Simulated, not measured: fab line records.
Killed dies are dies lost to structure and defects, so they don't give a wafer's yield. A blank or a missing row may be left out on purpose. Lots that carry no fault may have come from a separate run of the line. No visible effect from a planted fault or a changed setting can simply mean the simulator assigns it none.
Which tool did it?	flow n5_finfet	24 lots, 72 wafers sampled, at 6 steps of a route of 1938

WHAT THE GAUGES SHOWED, per wafer
N5_BEOL_M15_OVL_MEAS_29. Usual: for M15_OVL the level is -4 nm and the standard deviation is 5.5.
lot	measured	on	M15_OVL (nm)	flag
L074	day 10 20:12	overlay-01	-14 -11 -11	
L076	day 11 03:33	overlay-01	-5 -12 -11	
L075	day 11 07:55	overlay-02	-5 -1 -2	
L077	day 12 06:28	overlay-01	-5 -5 -6	
L079	day 12 10:11	overlay-02	-7 -12 -5	
L081	day 12 14:20	overlay-02	-15 -7 -5	
L080	day 12 18:11	overlay-02	0 -5 -5	
L078	day 13 00:11	overlay-02	-5 1 0	
L082	day 13 00:24	overlay-01	0 -6 2	
L084	day 13 16:58	overlay-01	-10 -11 -13	
L083	day 13 17:19	overlay-02	2 4 3	
L085	day 13 23:48	overlay-02	-9 -4 -2	
L086	day 14 12:50	overlay-02	-3 1 4	
L088	day 14 13:36	overlay-02	-7 -5 -11	
L087	day 14 14:19	overlay-02	-5 1 -8	
L089	day 15 05:51	overlay-02	2 1 0	
L091	day 15 13:03	overlay-02	-10 -9 -6	
L092	day 15 13:05	overlay-02	-11 -13 -11	
L090	day 15 18:33	overlay-02	5 -3 -6	
L093	day 16 03:43	overlay-02	-9 -1 -7	
L095	day 16 08:08	overlay-01	-1 1 0	
L094	day 16 09:17	overlay-01	-13 -7 -7	
L097	day 17 01:13	overlay-02	1 0 1	
L096	day 17 02:34	overlay-02	-4 0 -1	

N5_BEOL_M15_RS_MEAS_54: the measuring method here is four-point-probe. Usual: for M15_RS the level is 0.0214 ohm/sq and the standard deviation is 0.00041.
lot	measured	on	M15_RS (ohm/sq)	flag
L074	day 10 23:46	film_metro-01	0.0214 0.0221 0.0214	
L076	day 11 08:14	film_metro-01	0.0211 0.0222 0.0213	
L075	day 11 11:14	film_metro-01	0.0224 0.0212 0.0209	
L077	day 12 10:19	film_metro-01	0.0212 0.0220 0.0212	
L079	day 12 15:22	film_metro-02	0.0210 0.0208 0.0211	
L081	day 12 19:26	film_metro-01	0.0215 0.0215 0.0214	
L080	day 12 22:23	film_metro-02	0.0217 0.0217 0.0224	
L078	day 13 03:23	film_metro-02	0.0208 0.0219 0.0210	
L082	day 13 03:21	film_metro-02	0.0220 0.0212 0.0211	
L084	day 13 20:11	film_metro-01	0.0210 0.0212 0.0212	
L083	day 13 20:20	film_metro-02	0.0211 0.0211 0.0213	
L085	day 14 02:43	film_metro-02	0.0213 0.0217 0.0219	
L086	day 14 15:53	film_metro-02	0.0215 0.0216 0.0215	
L088	day 14 16:58	film_metro-01	0.0211 0.0212 0.0209	
L087	day 14 17:23	film_metro-01	0.0211 0.0210 0.0211	
L089	day 15 09:31	film_metro-01	0.0216 0.0214 0.0218	
L091	day 15 16:32	film_metro-01	0.0218 0.0214 0.0213	
L092	day 15 23:45	film_metro-02	0.0205 0.0213 0.0218	
L090	day 16 01:04	film_metro-01	0.0208 0.0212 0.0212	
L093	day 16 06:49	film_metro-01	0.0217 0.0217 0.0213	
L095	day 16 12:03	film_metro-01	0.0216 0.0214 0.0215	
L094	day 16 12:35	film_metro-01	0.0209 0.0210 0.0223	
L097	day 17 06:26	film_metro-02	0.0215 0.0219 0.0214	
L096	day 17 06:48	film_metro-01	0.0212 0.0213 0.0214	

N5_MIM_TOP_LITHO_OVL_MEAS_11. Usual: for MIM_TOP_OVL the level is 2 nm and the standard deviation is 5.6.
lot	measured	on	MIM_TOP_OVL (nm)	flag
L074	day 11 02:29	overlay-02	10 10 2	
L076	day 11 12:02	overlay-01	4 -6 -3	
L075	day 11 15:12	overlay-02	-6 0 -6	
L077	day 12 15:26	overlay-02	0 9 2	
L079	day 12 19:05	overlay-01	-3 0 3	
L081	day 12 23:35	overlay-02	-1 3 10	
L080	day 13 02:41	overlay-01	3 -4 6	
L078	day 13 07:37	overlay-01	-3 -8 4	
L082	day 13 07:35	overlay-01	4 8 -4	
L084	day 13 23:05	overlay-01	3 -7 6	
L083	day 13 23:19	overlay-02	-4 9 3	
L085	day 14 05:52	overlay-02	4 2 5	
L086	day 14 20:07	overlay-01	2 12 7	
L088	day 14 22:34	overlay-01	3 -3 -2	
L087	day 14 22:53	overlay-02	4 -1 -3	
L089	day 15 14:50	overlay-01	-2 6 -1	
L091	day 15 22:25	overlay-02	-1 0 0	
L092	day 16 04:38	overlay-01	-1 11 -1	
L090	day 16 05:33	overlay-01	-1 7 1	
L093	day 16 10:46	overlay-01	4 -5 8	
L095	day 16 16:52	overlay-02	-3 6 10	
L094	day 16 16:43	overlay-02	0 -8 4	
L097	day 17 11:01	overlay-01	5 12 13	
L096	day 17 11:02	overlay-01	3 13 1	

TOOL THAT RAN EACH LOT (tool first, then ch and the chambers of the sampled wafers, then the start)
lot	N5_BEOL_M15_STRIP_62	N5_BEOL_M15_ANNEAL_48	N5_MIM_TOP_DEGAS_04
L074	rie_diel-01 ch 0,2,3, day 10 23:03 or earlier	rtp_anneal-02 ch 0, day 10 23:03	pvd_sputter-03, day 11 01:54
L076	rie_diel-01 ch 1,2, day 11 07:28 or earlier	rtp_anneal-02 ch 0, day 11 07:28	pvd_sputter-03, day 11 11:35
L075	rie_diel-02 ch 2,3, day 11 10:28 or earlier	rtp_anneal-01 ch 0, day 11 10:28	pvd_sputter-01, day 11 14:44
L077	rie_diel-02 ch 0,2, day 12 09:38 or earlier	rtp_anneal-01 ch 0, day 12 09:38	pvd_sputter-02, day 12 14:51
L079	rie_diel-04 ch 1,3, day 12 14:41 or earlier	rtp_anneal-01 ch 0, day 12 14:41	pvd_sputter-02, day 12 18:38
L081	rie_diel-04 ch 0,1,3, day 12 18:38 or earlier	rtp_anneal-02 ch 0, day 12 18:38	pvd_sputter-01, day 12 23:08
L080	rie_diel-04 ch 0,1,2, day 12 21:23 or earlier	rtp_anneal-02 ch 0, day 12 21:23	pvd_sputter-01, day 13 02:06
L078	rie_diel-02 ch 0,1, day 13 02:40 or earlier	rtp_anneal-01 ch 0, day 13 02:40	pvd_sputter-03, day 13 07:10
L082	rie_diel-04 ch 1,2, day 13 02:38 or earlier	rtp_anneal-02 ch 0, day 13 02:38	pvd_sputter-03, day 13 07:00
L084	rie_diel-01 ch 0,1,3, day 13 19:26 or earlier	rtp_anneal-02 ch 0, day 13 19:26	pvd_sputter-02, day 13 22:38
L083	rie_diel-02 ch 0,1,2, day 13 19:40 or earlier	rtp_anneal-01 ch 0, day 13 19:40	pvd_sputter-01, day 13 22:44
L085	rie_diel-01 ch 1,2,3, day 14 01:59 or earlier	rtp_anneal-02 ch 0, day 14 01:59	pvd_sputter-02, day 14 05:17
L086	rie_diel-01 ch 1,2,3, day 14 15:10 or earlier	rtp_anneal-01 ch 0, day 14 15:10	pvd_sputter-03, day 14 19:32
L088	rie_diel-01 ch 0,1,2, day 14 16:17 or earlier	rtp_anneal-01 ch 0, day 14 16:17	pvd_sputter-01, day 14 21:58
L087	rie_diel-01 ch 2,3, day 14 16:39 or earlier	rtp_anneal-02 ch 0, day 14 16:39	pvd_sputter-01, day 14 22:17
L089	rie_diel-04 ch 1,2,3, day 15 08:50 or earlier	rtp_anneal-01 ch 0, day 15 08:50	pvd_sputter-02, day 15 14:16
L091	rie_diel-02 ch 0,2, day 15 15:48 or earlier	rtp_anneal-02 ch 0, day 15 15:48	pvd_sputter-01, day 15 21:50
L092	rie_diel-01 ch 0,1,3, day 15 23:01 or earlier	rtp_anneal-02 ch 0, day 15 23:01	pvd_sputter-01, day 16 04:03
L090	rie_diel-01 ch 0,2,3, day 16 00:21 or earlier	rtp_anneal-02 ch 0, day 16 00:21	pvd_sputter-03, day 16 04:58
L093	rie_diel-02 ch 0,3, day 16 06:08 or earlier	rtp_anneal-02 ch 0, day 16 06:08	pvd_sputter-02, day 16 10:11
L095	rie_diel-02 ch 0,2,3, day 16 11:20 or earlier	rtp_anneal-01 ch 0, day 16 11:20	pvd_sputter-01, day 16 16:14
L094	rie_diel-04 ch 0,2,3, day 16 11:57 or earlier	rtp_anneal-02 ch 0, day 16 11:57	pvd_sputter-01, day 16 16:07
L097	rie_diel-01 ch 1,2,3, day 17 05:43 or earlier	rtp_anneal-01 ch 0, day 17 05:43	pvd_sputter-02, day 17 10:25
L096	rie_diel-02 ch 1,2, day 17 05:46 or earlier	rtp_anneal-02 ch 0, day 17 05:46	pvd_sputter-03, day 17 10:31
- N5_BEOL_M15_STRIP_62: strips in O2.
- N5_BEOL_M15_ANNEAL_48: time 90 s.
- N5_MIM_TOP_DEGAS_04: time 60 s.

AS READ BY THE TOOLS THEMSELVES (means over the sampled wafers that have a number; for cases with no such wafer, the mark the record gives instead)
N5_BEOL_M15_STRIP_62. Usual: drypump_motor_current_A 5.5 A, standard deviation 0.47; oes_product_au 0.80 a.u., standard deviation 0.097; rf_vpp_V 3.6 V, standard deviation 0.44; showerhead_plenum_p_Torr 2.11 Torr, standard deviation 0.065; throttle_valve_pct 16.6 %, standard deviation 0.3.
lot	tool	drypump_motor_current_A (A)	oes_product_au (a.u.)	rf_vpp_V (V)	showerhead_plenum_p_Torr (Torr)	throttle_valve_pct (%)	flag
L074	rie_diel-01	5.5	0.73	3.5	2.15	16.7	
L076	rie_diel-01	5.6	0.77	3.6	2.07	16.7	
L075	rie_diel-02	5.0	0.79	3.5	2.04	16.6	
L077	rie_diel-02	5.6	0.77	3.8	2.09	16.4	
L079	rie_diel-04	5.3	0.85	3.6	2.07	16.5	
L081	rie_diel-04	5.5	0.83	3.4	2.05	16.6	
L080	rie_diel-04	5.1	0.89	3.5	2.13	16.4	
L078	rie_diel-02	5.9	0.78	4.0	2.16	16.6	
L082	rie_diel-04	5.0	0.90	3.7	2.15	16.3	
L084	rie_diel-01	5.6	0.79	3.6	2.13	16.5	
L083	rie_diel-02	5.7	0.77	3.2	2.12	16.5	
L085	rie_diel-01	5.7	0.75	3.9	2.09	16.6	
L086	rie_diel-01	5.7	0.74	3.3	2.09	16.6	
L088	rie_diel-01	5.6	0.78	3.6	2.11	16.6	
L087	rie_diel-01	5.5	0.68	3.7	2.09	16.8	
L089	rie_diel-04	5.2	0.90	3.6	2.19	16.5	
L091	rie_diel-02	6.1	0.90	3.8	2.10	16.1	
L092	rie_diel-01	5.7	0.77	3.8	2.13	16.6	
L090	rie_diel-01	5.5	0.70	3.7	2.14	16.8	
L093	rie_diel-02	6.0	0.84	3.7	2.09	16.3	
L095	rie_diel-02	5.5	0.86	3.6	2.07	16.3	
L094	rie_diel-04	5.4	0.87	3.8	2.16	16.6	
L097	rie_diel-01	5.7	0.85	3.6	2.08	16.5	
L096	rie_diel-02	5.4	0.78	4.0	2.12	16.7	

N5_BEOL_M15_ANNEAL_48. Usual: wafer_temp_C_max 225.90, standard deviation 0.23.
lot	tool	wafer_temp_C_max	flag
L074	rtp_anneal-02	226.22	
L076	rtp_anneal-02	225.80	
L075	rtp_anneal-01	225.87	
L077	rtp_anneal-01	226.07	
L079	rtp_anneal-01	225.90	
L081	rtp_anneal-02	225.91	
L080	rtp_anneal-02	225.86	
L078	rtp_anneal-01	226.10	
L082	rtp_anneal-02	226.07	
L084	rtp_anneal-02	225.88	
L083	rtp_anneal-01	226.08	
L085	rtp_anneal-02	226.11	
L086	rtp_anneal-01	225.91	
L088	rtp_anneal-01	225.95	
L087	rtp_anneal-02	225.86	
L089	rtp_anneal-01	226.06	
L091	rtp_anneal-02	225.77	
L092	rtp_anneal-02	225.87	
L090	rtp_anneal-02	225.83	
L093	rtp_anneal-02	225.66	
L095	rtp_anneal-01	225.83	
L094	rtp_anneal-02	225.54	
L097	rtp_anneal-01	226.09	
L096	rtp_anneal-02	225.82	

N5_MIM_TOP_DEGAS_04. Usual: heater_power_w 512 W, standard deviation 63.
lot	tool	heater_power_w (W)	flag
L074	pvd_sputter-03	492	
L076	pvd_sputter-03	486	
L075	pvd_sputter-01	511	
L077	pvd_sputter-02	570	
L079	pvd_sputter-02	480	
L081	pvd_sputter-01	585	
L080	pvd_sputter-01	538	
L078	pvd_sputter-03	535	
L082	pvd_sputter-03	483	
L084	pvd_sputter-02	528	
L083	pvd_sputter-01	530	
L085	pvd_sputter-02	527	
L086	pvd_sputter-03	501	
L088	pvd_sputter-01	525	
L087	pvd_sputter-01	545	
L089	pvd_sputter-02	481	
L091	pvd_sputter-01	513	
L092	pvd_sputter-01	514	
L090	pvd_sputter-03	503	
L093	pvd_sputter-02	476	
L095	pvd_sputter-01	515	
L094	pvd_sputter-01	557	
L097	pvd_sputter-02	475	
L096	pvd_sputter-03	499	

THE ANSWER, worked out from the rows above alone
Rule: a lot counts as off when the mean over its wafers that have a number is more than 3 standard deviations away from the usual mean. Also off: a lot with no number at a reading for which 4 or more lots have one. The other lots that the step has rows for count as sound. The gauges are gone through in route order, then the tools' own readings, and for those a lot's mean is taken as printed above. At the first step where some lot is off, the reading lying furthest off is the one used; lots without a number count as furthest.
No lot is off at any reading shown: from this, nothing can be told.

WHAT HAD BEEN PUT IN BY THE SIMULATOR
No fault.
